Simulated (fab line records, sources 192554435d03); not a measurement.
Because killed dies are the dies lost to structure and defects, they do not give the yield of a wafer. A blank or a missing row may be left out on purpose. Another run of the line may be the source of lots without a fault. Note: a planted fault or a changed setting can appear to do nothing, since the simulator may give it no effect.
Split-lot trial -- flow n5 finfet -- 21 wafers read across 7 lots, on a route 1938 steps long

## SPLIT DETAILS
At N5_BEOL_M0_SAQP_ILD_DEP_01 (deposits SiOC from DEMS/O2, target thk 45.419 nm, time 8.7 s), the setting time s was moved away from the recipe's 8.7 s on 6 of the 21 wafers read, by -8.5% to +14.5%. All remaining wafers had this setting at the recipe value.

The split's own step is where the reading is taken.

## THE READING
SiOC_of_BEOL_M0_SAQP_ILD_DEP_01.thk nm (the simulator's own value, which no gauge read), in nm, at N5_BEOL_M0_SAQP_ILD_DEP_01 (deposits SiOC from DEMS/O2, target thk 45.419 nm, time 8.7 s). There is no usual value for it anywhere in the file. Across the 15 wafers here that went through the recipe, the average is 46.0 nm and the standard deviation 0.68 nm.

wafer,"tool, chamber at the split","time s as run, s",against the recipe,"SiOC_of_BEOL_M0_SAQP_ILD_DEP_01.thk nm, nm",against lot-mates on the recipe
L077.3,"pecvd-02, 0",8.7,recipe,46.2,-
L077.5,"pecvd-02, 2",8.7,recipe,46.6,-
L077.6,"pecvd-02, 1",8.7,recipe,47.2,-
L079.4,"pecvd-01, 0",8.7,recipe,46.4,-
L079.5,"pecvd-01, 2",8.7,recipe,45.6,-
L079.6,"pecvd-01, 1",8.7,recipe,46.6,-
L080.4,"pecvd-02, 1",8.7,recipe,46.6,-
L080.5,"pecvd-02, 0",8.7,recipe,46,-
L080.6,"pecvd-02, 2",8.7,recipe,46.2,-
L084.2,"pecvd-01, 2",9.374,+7.7%,48.8,+2.8
L084.3,"pecvd-01, 1",8.7,recipe,45.6,-
L084.6,"pecvd-01, 0",8.7,recipe,46.4,-
L085.2,"pecvd-04, 2,1",9.559,+9.9%,48.6,no lot-mate on the recipe
L085.3,"pecvd-04, 2,1",9.559,+9.9%,48.6,no lot-mate on the recipe
L085.5,"pecvd-04, 0",9.559,+9.9%,49,no lot-mate on the recipe
L087.1,"pecvd-04, 2",8.7,recipe,44.6,-
L087.3,"pecvd-04, 0",8.7,recipe,45.2,-
L087.6,"pecvd-04, 1",9.962,+14.5%,52,+7.1
L097.1,"pecvd-04, 1",7.958,-8.5%,42.4,-3.3
L097.3,"pecvd-04, 2",8.7,recipe,45,-
L097.5,"pecvd-04, 1",8.7,recipe,46.4,-
Rows listing several chambers each stand for several wafers; the file does not say which wafer went through which chamber.

THE FIT
A straight line over all 21 wafers: SiOC_of_BEOL_M0_SAQP_ILD_DEP_01.thk nm changes by +0.351 nm for each +1% of time s; r = +0.93; the points scatter about the line by 0.72 nm.
The same after taking each lot's own level away (the mean of its wafers on the recipe; 18 wafers): +0.444 nm for each +1%; r = +0.97; scatter 0.49 nm.
That fit puts the effect of the largest move of time s on the reading at 6.4 nm.
Across the lots, their own levels run from 44.90 to 46.67 nm, a range of 2.6 times the standard deviation given above.
Thus the slope moves with the lot-to-lot level: the two fits are different.
Check: +5.43 nm against its lot-mates is what the line predicts for one of the wafers moved furthest among these (+14.5%) when that wafer is left out of the fit. It came out at +7.1 nm against them.

## OTHER SPLITS ON THESE WAFERS
Before the reading, these wafers also passed through other splits. Each is held against what the fit with the lots' levels taken away leaves over:
other split on the same wafers,wafers away from the commonest value,r with SiOC_of_BEOL_M0_SAQP_ILD_DEP_01.thk nm (lot level and that fit taken away)
N5_SDB_STRIP_22 power w,4,-0.15
N5_HKMG_FIN_PEB_10 peb time s,8,-0.21

## FILE'S OWN FIT
SiOC_of_BEOL_M0_SAQP_ILD_DEP_01.thk nm changes by +0.445 nm for each +1% of time s, r = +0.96.
